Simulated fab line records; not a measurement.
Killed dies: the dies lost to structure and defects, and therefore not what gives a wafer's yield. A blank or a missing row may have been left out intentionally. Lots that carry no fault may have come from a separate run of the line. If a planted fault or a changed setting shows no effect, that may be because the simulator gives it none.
fab line records -- flow nand-harc
[record] lots = 6, wafers = 18, last-day = 33
route steps=1302 shown A_SGD_CUT@901 END@1302
lots untouched by any fault: they come from a run of this same line in which no faults occurred
start-h: hours from the record's first day to the start of the lot's first wafer shown -- wait-h: time in hours since the lot's previous step -- " as in the row above -- L1.1+2: one row covering several wafers at once -- - no value, or no start given -- * or withheld: withheld -- < > ~ a bound
route shown NAME@n: NAME is a module with steps in the file, n the number in the route of the first one -- usual: mean/standard deviation taken from wafers without a fault -- same: alike in all rows -- chamber/n: place in a boat -- sites: per-site readings -- _std_site: how widely they spread, as a standard deviation -- _edge_site: mean of outer sites minus mean of inner sites -- radius-mm: for every site, how far away it sits from the centre of the wafer -- mask NAME#n: copy n -- behind: the tool/chamber that last shaped the wafer -- hold: cause of the lot's hold/its duration in hours/its outcome -- device: names the non-switching transistor (n, p or np) -- end of line: the tests these same wafers got at the end of their route -- step lacking rows: just its recipe -- killed: the dies lost at the first sort to structure and to defects; this is not the yield of the wafer -- map: a wafer's dies, x killed, . not, _ none there
set.NAME: the run value of the setting; set.NAME@STEP: its run value at that earlier step -- model.NAME: the simulator's own value behind a step, which no gauge read
lots at selected steps of the route; one table per step, one row per wafer
services: when a tool's chamber went out of use (start-h, in hours from the record's first day, below 0 if earlier), for how many hours, and the reason
[[steps]]
[step NHARC_A_SGD_CUT_CD_MEAS_09]
[recipe] target-cd-nm = 100, landing-energy-ev = 500
[usual] cd-nm = 100.2/0.45
lot.wafer,tool,chamber,start-h,wait-h,cd-nm
L459.1,cd-sem-02,0,444.99,-,100.4
L459.2,cd-sem-02,0,444.99,-,100.8
L459.6,cd-sem-02,0,444.99,-,100.9
L470.2,cd-sem-03,0,560.83,-,99.8
L470.5,cd-sem-03,0,560.83,-,99.8
L470.6,cd-sem-03,0,560.83,-,100.6
L473.1,cd-sem-01,0,576.29,-,100.1
L473.4,cd-sem-01,0,576.29,-,100.9
L473.5,cd-sem-01,0,576.29,-,100.2
L474.2,cd-sem-01,0,592.82,-,100.4
L474.4,cd-sem-01,0,592.82,-,99.8
L474.6,cd-sem-01,0,592.82,-,100.2
L478.2,cd-sem-02,0,648.07,-,100.1
L478.3,cd-sem-02,0,648.07,-,100.0
L478.5,cd-sem-02,0,648.07,-,100.5
L480.1,cd-sem-01,0,651.78,-,100.5
L480.2,cd-sem-01,0,651.78,-,99.3
L480.6,cd-sem-01,0,651.78,-,99.7
[step NHARC_A_SGD_CUT_OVL_MEAS_10]
[usual] overlay-x-nm = 0.1/1, overlay-y-nm = 0.0/0.92
lot.wafer,tool,chamber,start-h,wait-h,overlay-x-nm,overlay-y-nm
L459.1,overlay-01,-,445.08,-,1.0,0.4
L459.2,overlay-01,-,445.08,-,0.6,0.0
L459.6,overlay-01,-,445.08,-,1.4,-0.3
L470.2,overlay-02,-,560.92,-,0.0,-0.2
L470.5,overlay-02,-,560.92,-,-0.3,-0.1
L470.6,overlay-02,-,560.92,-,-0.1,-0.3
L473.1,overlay-01,-,576.38,-,0.4,-0.2
L473.4,overlay-01,-,576.38,-,-0.1,-0.6
L473.5,overlay-01,-,576.38,-,0.2,-0.7
L474.2,overlay-01,-,592.91,-,0.2,1.3
L474.4,overlay-01,-,592.91,-,0.5,0.9
L474.6,overlay-01,-,592.91,-,-0.4,0.9
L478.2,overlay-02,-,648.15,-,-0.2,0.2
L478.3,overlay-02,-,648.15,-,0.2,-0.2
L478.5,overlay-02,-,648.15,-,0.0,-0.2
L480.1,overlay-02,-,651.87,-,0.1,0.2
L480.2,overlay-02,-,651.87,-,0.0,0.7
L480.6,overlay-02,-,651.87,-,0.3,0.0
[step NHARC_A_SGD_CUT_INSPECT_11]
[usual] raw-defect-count = 49/32
lot.wafer,tool,chamber,start-h,wait-h,raw-defect-count
L459.1,defect-inspect-02,-,445.11,0.0,69
L459.2,defect-inspect-02,-,445.11,0.0,57
L459.6,defect-inspect-02,-,445.11,0.0,68
L470.2,defect-inspect-01,-,560.96,0.0,22
L470.5,defect-inspect-01,-,560.96,0.0,13
L470.6,defect-inspect-01,-,560.96,0.0,9
L473.1,defect-inspect-02,-,576.42,0.0,23
L473.4,defect-inspect-02,-,576.42,0.0,14
L473.5,defect-inspect-02,-,576.42,0.0,16
L474.2,defect-inspect-02,-,592.95,0.0,15
L474.4,defect-inspect-02,-,592.95,0.0,29
L474.6,defect-inspect-02,-,592.95,0.0,22
L478.2,defect-inspect-01,-,648.19,0.0,32
L478.3,defect-inspect-01,-,648.19,0.0,19
L478.5,defect-inspect-01,-,648.19,0.0,28
L480.1,defect-inspect-01,-,651.90,0.0,18
L480.2,defect-inspect-01,-,651.90,0.0,22
L480.6,defect-inspect-01,-,651.90,0.0,13
[step NHARC_A_SGD_CUT_DESCUM_14]
[recipe] time-s = 3, o2-flow-sccm = 200, ar-flow-sccm = 0, bias-power-w = 0, chemistry = O2
[step NHARC_A_SGD_CUT_ETCH_58]
[recipe] target-depth-a = 390, over-etch-frac = 0.3, time-s = 65, ion-energy-ev = 80, cf4-flow-sccm = 150, ar-flow-sccm = 0, rf-w = 300, bias-w = 100, chemistry = CF4
[usual] drypump-motor-current-A = 5.7/0.56, oes-product-au = 1.000/0.0086, rf-vpp-V = 151.1/1.3, showerhead-plenum-p-Torr = 1.76/0.076, throttle-valve-pct = 13.283/0.0092
lot.wafer,tool,chamber,start-h,wait-h,drypump-motor-current-A,oes-product-au,rf-hours-counter-h,rf-vpp-V,showerhead-plenum-p-Torr,throttle-valve-pct
L459.1,rie-diel-11,1,445.27,0.1,6.7,0.979,0,150.4,1.70,13.293
L459.2,rie-diel-11,2,445.27,0.1,5.2,1.006,0,149.6,1.72,13.274
L459.6,rie-diel-11,0,445.27,0.1,5.9,0.999,-,152.8,1.79,13.273
L470.2,rie-diel-08,3,561.11,0.1,4.8,0.992,0,150.4,1.66,13.284
L470.6,rie-diel-08,1,561.11,0.1,6.3,1.018,-,152.6,1.88,13.282
L470.5,rie-diel-08,2,561.11,0.1,5.8,0.996,-,150.5,1.67,13.280
L473.1,rie-diel-08,0,576.60,0.1,5.7,1.003,1,151.8,1.75,13.290
L473.5,rie-diel-08,3,576.60,0.1,4.8,0.992,-,150.8,1.66,13.264
L473.4,rie-diel-08,0,576.60,0.1,5.7,1.014,-,152.3,1.75,13.301
L474.2,rie-diel-06,3,593.13,0.1,5.7,1.003,6,152.6,1.84,13.276
L474.6,rie-diel-06,0,593.13,0.1,5.8,1.009,-,153.1,1.81,13.267
L474.4,rie-diel-06,3,593.13,0.1,5.7,0.999,-,152.4,1.84,13.281
L478.2,rie-diel-06,0,648.34,0.1,5.8,1.005,9,151.6,1.81,13.274
L478.3,rie-diel-06,3,648.34,0.1,5.7,0.994,9,152.1,1.83,13.276
L478.5,rie-diel-06,1,648.34,0.1,6.4,1.000,-,152.9,1.82,13.288
L480.2,rie-diel-11,3,652.05,0.1,5.0,0.982,3,148.6,1.66,13.282
L480.1,rie-diel-11,0,652.05,0.1,5.9,0.992,3,150.2,1.78,13.287
L480.6,rie-diel-11,3,652.05,0.1,5.0,0.995,-,150.7,1.66,13.288
[step NHARC_A_SGD_CUT_ETCH_59]
[recipe] target-depth-a = 2600, over-etch-frac = 0.25, time-s = 406.25, ion-energy-ev = 200, n2-flow-sccm = 150, h2-flow-sccm = 150, ar-flow-sccm = 0, rf-w = 400, bias-w = 150, chemistry = N2/H2
[usual] drypump-motor-current-A = 5.7/0.55, oes-product-au = 1.000/0.007, rf-vpp-V = 430.2/2.7, showerhead-plenum-p-Torr = 2.03/0.096, throttle-valve-pct = 14.172/0.0097
lot.wafer,tool,chamber,start-h,wait-h,drypump-motor-current-A,oes-product-au,rf-hours-counter-h,rf-vpp-V,showerhead-plenum-p-Torr,throttle-valve-pct
L459.1,rie-diel-11,1,-,-,6.7,1.003,0,428.5,1.95,14.187
L459.2,rie-diel-11,2,-,-,5.2,1.003,0,429.3,1.98,14.164
L459.6,rie-diel-11,3,-,-,5.0,0.996,-,428.3,1.90,14.194
L470.2,rie-diel-08,1,-,-,6.3,1.010,0,434.1,2.18,14.186
L470.6,rie-diel-08,3,-,-,4.8,1.000,-,424.9,1.90,14.172
L470.5,rie-diel-08,0,-,-,5.7,1.001,-,429.5,2.02,14.164
L473.1,rie-diel-08,0,-,-,5.7,0.997,1,429.2,2.02,14.176
L473.4,rie-diel-08,0,-,-,5.7,1.006,-,429.8,2.02,14.155
L473.5,rie-diel-08,3,-,-,4.8,0.995,-,425.5,1.90,14.167
L474.2,rie-diel-06,3,-,-,5.7,1.002,6,432.3,2.13,14.181
L474.6,rie-diel-06,2,-,-,5.5,1.000,-,432.3,2.13,14.181
L474.4,rie-diel-06,3,-,-,5.7,1.007,-,431.3,2.13,14.167
L478.2,rie-diel-06,0,-,-,5.9,1.008,9,432.3,2.09,14.168
L478.3,rie-diel-06,2,-,-,5.5,1.003,7,432.1,2.13,14.161
L478.5,rie-diel-06,0,-,-,5.9,1.007,-,433.3,2.09,14.173
L480.2,rie-diel-11,2,-,-,5.2,1.003,3,430.4,1.97,14.166
L480.1,rie-diel-11,0,-,-,5.9,1.000,3,431.4,2.06,14.160
L480.6,rie-diel-11,3,-,-,5.0,0.995,-,425.1,1.90,14.158
[step NHARC_A_SGD_CUT_ETCH_15]
[recipe] target-depth-a = 750, time-s = 64.3, ch3f-flow-sccm = 50, o2-flow-sccm = 30, ar-flow-sccm = 200, rf-w = 500, bias-w = 100, chemistry = CH3F/O2
[usual] drypump-motor-current-A = 5.7/0.56, o2-flow-sccm = 30.00/0.082, oes-product-au = 0.959/0.018, rf-vpp-V = 263.5/1.8, showerhead-plenum-p-Torr = 2.43/0.11, throttle-valve-pct = 20.663/0.0088
lot.wafer,tool,chamber,start-h,wait-h,drypump-motor-current-A,o2-flow-sccm,oes-product-au,rf-hours-counter-h,rf-vpp-V,showerhead-plenum-p-Torr,throttle-valve-pct
L459.1,rie-diel-11,1,-,-,6.7,29.97,0.975,0,262.1,2.36,20.664
L459.2,rie-diel-11,2,-,-,5.2,30.00,0.964,0,262.8,2.39,20.663
L459.6,rie-diel-11,1,-,-,6.7,30.07,0.963,-,263.2,2.36,20.647
L470.2,rie-diel-08,0,-,-,5.7,29.95,0.988,0,263.8,2.44,20.696
L470.5,rie-diel-08,2,-,-,5.8,30.03,0.974,-,262.7,2.32,20.662
L470.6,rie-diel-08,3,-,-,4.8,30.01,0.976,-,261.6,2.30,20.655
L473.1,rie-diel-08,1,-,-,6.3,30.00,0.969,1,266.3,2.62,20.658
L473.5,rie-diel-08,3,-,-,4.8,30.00,0.960,-,261.4,2.30,20.673
L473.4,rie-diel-08,0,-,-,5.7,29.97,0.974,-,263.2,2.43,20.651
L474.2,rie-diel-06,2,-,-,5.5,30.00,0.920,3,264.9,2.56,20.679
L474.4,rie-diel-06,0,-,-,5.9,30.03,0.922,-,265.2,2.52,20.661
L474.6,rie-diel-06,2,-,-,5.5,29.92,0.930,-,265.6,2.56,20.666
L478.2,rie-diel-06,2,-,-,5.5,29.95,0.978,7,264.8,2.56,20.660
L478.3,rie-diel-06,3,-,-,5.7,29.81,0.973,9,265.7,2.55,20.676
L478.5,rie-diel-06,2,-,-,5.5,29.98,0.982,-,264.4,2.56,20.666
L480.1,rie-diel-11,0,-,-,5.9,29.96,0.957,3,265.6,2.48,20.655
L480.2,rie-diel-11,3,-,-,5.1,30.03,0.959,3,261.5,2.30,20.666
L480.6,rie-diel-11,0,-,-,5.9,30.05,0.961,-,265.9,2.48,20.673
[step NHARC_A_SGD_CUT_ETCH_16]
[recipe] target-depth-a = 3105, time-s = 155.2, c4f8-flow-sccm = withheld, o2-flow-sccm = 8, ar-flow-sccm = withheld, rf-w = 600, bias-w = 800, chemistry = C4F8/O2/Ar
[usual] oes-product-au = 0.970/0.015, rf-vpp-V = 722/4.5
lot.wafer,tool,chamber,start-h,wait-h,oes-product-au,rf-hours-counter-h,rf-vpp-V
L459.2,rie-diel-11,1,-,-,0.970,0,720
L459.1,rie-diel-11,0,-,-,0.984,0,725
L459.6,rie-diel-11,1,-,-,0.965,-,719
L470.2,rie-diel-08,0,-,-,0.984,0,722
L470.5,rie-diel-08,3,-,-,0.981,-,717
L470.6,rie-diel-08,0,-,-,0.982,-,722
L473.1,rie-diel-08,3,-,-,0.966,1,717
L473.4,rie-diel-08,3,-,-,0.967,-,718
L473.5,rie-diel-08,0,-,-,0.978,-,722
L474.2,rie-diel-06,0,-,-,0.949,6,727
L474.4,rie-diel-06,3,-,-,0.949,-,727
L474.6,rie-diel-06,0,-,-,0.953,-,726
L478.2,rie-diel-06,2,-,-,0.982,7,727
L478.3,rie-diel-06,3,-,-,0.982,9,727
L478.5,rie-diel-06,1,-,-,0.964,-,726
L480.1,rie-diel-11,0,-,-,0.983,3,724
L480.2,rie-diel-11,1,-,-,0.989,3,719
L480.6,rie-diel-11,3,-,-,0.970,-,716
[step NHARC_A_SGD_CUT_STRIP_60]
[recipe] c4f8-flow-sccm = withheld, o2-flow-sccm = 8, ar-flow-sccm = withheld, bias-w = 0, chemistry = C4F8/O2/Ar
[step NHARC_A_SGD_CUT_STRIP_17]
[recipe] o2-flow-sccm = 500, ar-flow-sccm = 0, bias-w = 0, chemistry = O2
[usual] drypump-motor-current-A = 5.7/0.56, o2-flow-sccm = 499.9/1.4, oes-product-au = 1.000/0.0077, rf-vpp-V = 57.7/0.78, showerhead-plenum-p-Torr = 3.50/0.15, throttle-valve-pct = 17.036/0.0084
lot.wafer,tool,chamber,start-h,wait-h,drypump-motor-current-A,o2-flow-sccm,oes-product-au,rf-hours-counter-h,rf-vpp-V,showerhead-plenum-p-Torr,throttle-valve-pct
L459.2,rie-diel-11,2,-,-,5.2,499.0,1.003,0,57.1,3.43,17.042
L459.1,rie-diel-11,0,-,-,5.9,499.6,0.991,0,57.6,3.57,17.022
L459.6,rie-diel-11,2,-,-,5.2,497.6,1.004,-,56.8,3.43,17.041
L470.2,rie-diel-08,2,-,-,5.8,500.3,1.018,0,56.7,3.34,17.031
L470.5,rie-diel-08,3,-,-,4.8,499.0,0.999,-,56.3,3.30,17.037
L470.6,rie-diel-08,0,-,-,5.7,499.4,1.011,-,59.6,3.50,17.034
L473.1,rie-diel-08,1,-,-,6.3,498.1,1.021,1,57.4,3.75,17.029
L473.4,rie-diel-08,1,-,-,6.3,499.2,1.013,-,60.1,3.75,17.023
L473.5,rie-diel-08,3,-,-,4.8,499.6,1.000,-,58.2,3.30,17.031
L474.2,rie-diel-06,0,-,-,5.9,500.8,0.999,6,57.8,3.61,17.040
L474.4,rie-diel-06,0,-,-,5.9,499.5,0.998,-,57.7,3.61,17.051
L474.6,rie-diel-06,2,-,-,5.5,501.1,0.999,-,57.1,3.67,17.026
L478.3,rie-diel-06,1,-,-,6.4,499.1,0.995,6,57.5,3.63,17.034
L478.2,rie-diel-06,3,-,-,5.7,499.9,0.991,9,56.8,3.66,17.037
L478.5,rie-diel-06,1,-,-,6.4,501.0,1.005,-,57.9,3.63,17.043
L480.1,rie-diel-11,0,-,-,5.9,499.2,1.001,3,58.6,3.56,17.026
L480.2,rie-diel-11,3,-,-,5.1,498.7,0.996,3,56.5,3.31,17.030
L480.6,rie-diel-11,1,-,-,6.7,501.1,1.005,-,58.2,3.38,17.029
[step NHARC_A_SGD_CUT_PRECLEAN_18]
[recipe] time-s = *, temp-c = 50, bath-age-min = 0, chemistry = SC1
[step NHARC_A_SGD_CUT_SRD_19]
[step NHARC_A_SGD_CUT_DEP_20]
[recipe] target-thk-a = 1500, temp-c = 65, material = SiO2
[usual] susceptor-temp-C = 65.00/0.11
lot.wafer,tool,chamber,start-h,wait-h,susceptor-temp-C
L459.1,fcvd-02,1,446.47,-,65.05
L459.2,fcvd-02,1,446.47,-,65.17
L459.6,fcvd-02,1,446.47,-,64.86
L470.2,fcvd-01,1,562.16,-,65.11
L470.5,fcvd-01,0,562.16,-,64.95
L470.6,fcvd-01,1,562.16,-,65.07
L473.1,fcvd-01,0,577.79,-,64.93
L473.4,fcvd-01,0,577.79,-,65.00
L473.5,fcvd-01,0,577.79,-,65.00
L474.2,fcvd-02,1,594.29,-,64.93
L474.4,fcvd-02,0,594.29,-,65.08
L474.6,fcvd-02,0,594.29,-,64.99
L478.2,fcvd-02,1,649.36,-,64.97
L478.3,fcvd-02,0,649.36,-,64.99
L478.5,fcvd-02,0,649.36,-,65.01
L480.1,fcvd-01,0,653.09,-,64.73
L480.2,fcvd-01,0,653.09,-,64.93
L480.6,fcvd-01,0,653.09,-,64.86
[step NHARC_A_SGD_CUT_ANNEAL_27]
[recipe] temp-c = 450, time-s = 1800
[step NHARC_A_SGD_CUT_CMP_21]
[recipe] target-thk-nm = 148.19
[usual] motor-current-A = 12.0/1.4, slurry-filter-dp-kPa = 13.51/0.13, time-to-endpoint-s = 50.0/2.3
lot.wafer,tool,chamber,start-h,wait-h,motor-current-A,slurry-filter-dp-kPa,time-to-endpoint-s
L459.1,cmp-02,3,452.58,0.4,10.5,13.43,52.2
L459.2,cmp-02,2,452.58,0.4,13.5,13.48,51.8
L459.6,cmp-02,0,452.58,0.4,12.9,13.50,52.0
L470.2,cmp-01,1,567.16,0.4,11.4,13.59,46.8
L470.5,cmp-01,0,567.16,0.4,13.7,13.71,50.6
L470.6,cmp-01,1,567.16,0.4,11.5,13.50,24.5
L473.4,cmp-02,2,583.70,0.4,14.2,13.54,21.5
L473.1,cmp-02,1,583.70,0.4,10.9,13.39,48.8
L473.5,cmp-02,3,583.70,0.4,9.7,13.36,50.1
L474.4,cmp-01,2,598.92,0.4,12.4,13.40,43.9
L474.2,cmp-01,3,598.92,0.4,12.2,13.51,44.6
L474.6,cmp-01,2,598.92,0.4,12.4,13.54,48.7
L478.3,cmp-04,1,653.93,0.4,10.5,13.72,49.5
L478.2,cmp-04,2,653.93,0.4,13.6,13.53,50.8
L478.5,cmp-04,1,653.93,0.4,10.9,13.49,49.2
L480.2,cmp-01,3,658.28,0.4,12.9,13.47,48.2
L480.1,cmp-01,0,658.28,0.4,13.1,13.48,51.8
L480.6,cmp-01,3,658.28,0.4,13.0,13.71,50.3
[step NHARC_A_SGD_CUT_THK_MEAS_22]
[recipe] thk-meas-gauge = ellipsometry
[usual] thk-nm = 148.4/1.3
lot.wafer,tool,chamber,start-h,wait-h,thk-nm
L459.1,film-metro-02,-,452.84,0.2,148.9
L459.2,film-metro-02,-,452.84,0.2,148.2
L459.6,film-metro-02,-,452.84,0.2,147.5
L470.2,film-metro-01,-,567.39,0.2,142.9
L470.5,film-metro-01,-,567.39,0.2,148.3
L470.6,film-metro-01,-,567.39,0.2,75.0
L473.1,film-metro-02,-,583.96,0.2,148.3
L473.4,film-metro-02,-,583.96,0.2,76.8
L473.5,film-metro-02,-,583.96,0.2,146.5
L474.2,film-metro-02,-,599.18,0.2,148.5
L474.4,film-metro-02,-,599.18,0.2,149.1
L474.6,film-metro-02,-,599.18,0.2,149.3
L478.2,film-metro-02,-,654.17,0.2,148.6
L478.3,film-metro-02,-,654.17,0.2,149.4
L478.5,film-metro-02,-,654.17,0.2,146.6
L480.1,film-metro-02,-,658.52,0.2,151.0
L480.2,film-metro-02,-,658.52,0.2,149.6
L480.6,film-metro-02,-,658.52,0.2,146.9
[step NHARC_A_SGD_CUT_SRD_23]
[step NHARC_END_SORT_01]
[recipe] temp-c = 25
[usual] killed-at-array = 54/20, killed-at-other = 0.9/1.1, killed-at-periphery = 3.8/2.4, killed-dies = 58/20, killed-open = 3.5/1.9, killed-short = 2.5/1.6
[same] gross-dies = 677
lot.wafer,tool,chamber,start-h,wait-h,killed-at-array,killed-at-other,killed-at-periphery,killed-dies,killed-open,killed-short
L473.1,prober-01,0,705.72,2.5,26,2,2,30,3,5
L473.4,prober-01,0,708.16,3.4,22,0,1,23,4,3
L473.5,prober-01,0,708.97,3.8,19,0,2,21,4,3
// killed by level:class
L473.1 A_CHANNEL_HOLE_D1:chamber-film-flake=11 A_WL_FILL:geometric-particle:short=2 P_GATE:chamber-film-flake=2 A_SLIT:chamber-film-flake=2 A_CONTACT:chamber-film-flake=2 THIN_TSV:chamber-film-flake=2 A_CHANNEL_HOLE_D1:geometric-particle:open=1 A_DECK1_JOINT:geometric-particle:short=1
L473.4 A_CONTACT:chamber-film-flake=5 A_CHANNEL_HOLE_D1:chamber-film-flake=3 A_CHANNEL_HOLE_D2:chamber-film-flake=2 A_STAIRCASE:chamber-film-flake=2 A_ONON_D1:geometric-particle:short=1 A_CHANNEL_FILL_D2:geometric-particle:short=1 A_CHANNEL_FILL_D2:geometric-particle:open=1 A_SGD_CUT:geometric-particle:open=1
L473.5 A_CHANNEL_HOLE_D1:chamber-film-flake=4 A_SLIT:chamber-film-flake=4 A_CONTACT:chamber-film-flake=3 A_ONON_D2:geometric-particle:open=2 P_CONTACT:geometric-particle:short=1 A_SOURCE_PLATE:geometric-particle:short=1 A_ONON_D1:geometric-particle:short=1 A_DECK1_JOINT:geometric-particle:open=1
[[services]]
tool,chamber,start-h,hours,kind
rie-diel-06,2,429.79,57.9,repair
fcvd-02,0,431.89,14.8,repair
rie-diel-11,-,432.51,9.0,pm
cmp-01,-,479.82,4.0,pm
rie-diel-06,-,484.20,9.0,pm
fcvd-02,-,487.14,13.0,pm
rie-diel-11,2,517.27,3.4,repair
rie-diel-08,0,524.87,1.2,repair
rie-diel-08,3,525.83,2.9,repair
rie-diel-11,3,531.37,18.0,repair
rie-diel-08,-,537.63,0.2,repair
rie-diel-08,1,541.53,6.8,repair
rie-diel-08,-,544.83,9.0,pm
rie-diel-06,2,549.58,25.8,repair
rie-diel-06,-,558.15,0.1,repair
rie-diel-06,1,564.18,36.3,repair
rie-diel-08,2,566.74,4.3,repair
rie-diel-11,0,572.41,5.9,repair
rie-diel-08,2,573.86,6.3,repair
rie-diel-06,0,575.64,5.1,repair
rie-diel-08,2,581.42,3.8,repair
rie-diel-11,3,581.60,6.5,repair
rie-diel-11,0,589.40,23.2,repair
rie-diel-11,-,609.51,9.0,pm
[[key]]
[first-sign] step = NHARC_A_SGD_CUT_CMP_21, reading = time-to-endpoint-s, direction = down, sigmas = 12, usual = *, struck = *
[effect] step = NHARC_A_SGD_CUT_THK_MEAS_22, reading = thk-nm, direction = down, sigmas = 57, usual = 148.4, struck = 75.9
met-at NHARC_A_SGD_CUT_DEP_20
struck-wafers L470.6,L473.4
tester-left-out L470,L473
[fault] kind = process-parameter-drift, tool = fcvd-01, chamber = -, onset-h = 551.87, steps = NHARC_A_SGD_CUT_DEP_20, channel = target-thk-a, offset = *, shape = step, end-h = 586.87, scope = struck-wafers-only, acts-in = *, stated = *
// tester-left-out: of these lots the tester's yield and bins aren't shown, on N5 and GAA mostly nor the transistor test; their killed dies are dies lost to structure and defects alone, not to doping, threshold or leakage, so they don't give the yield
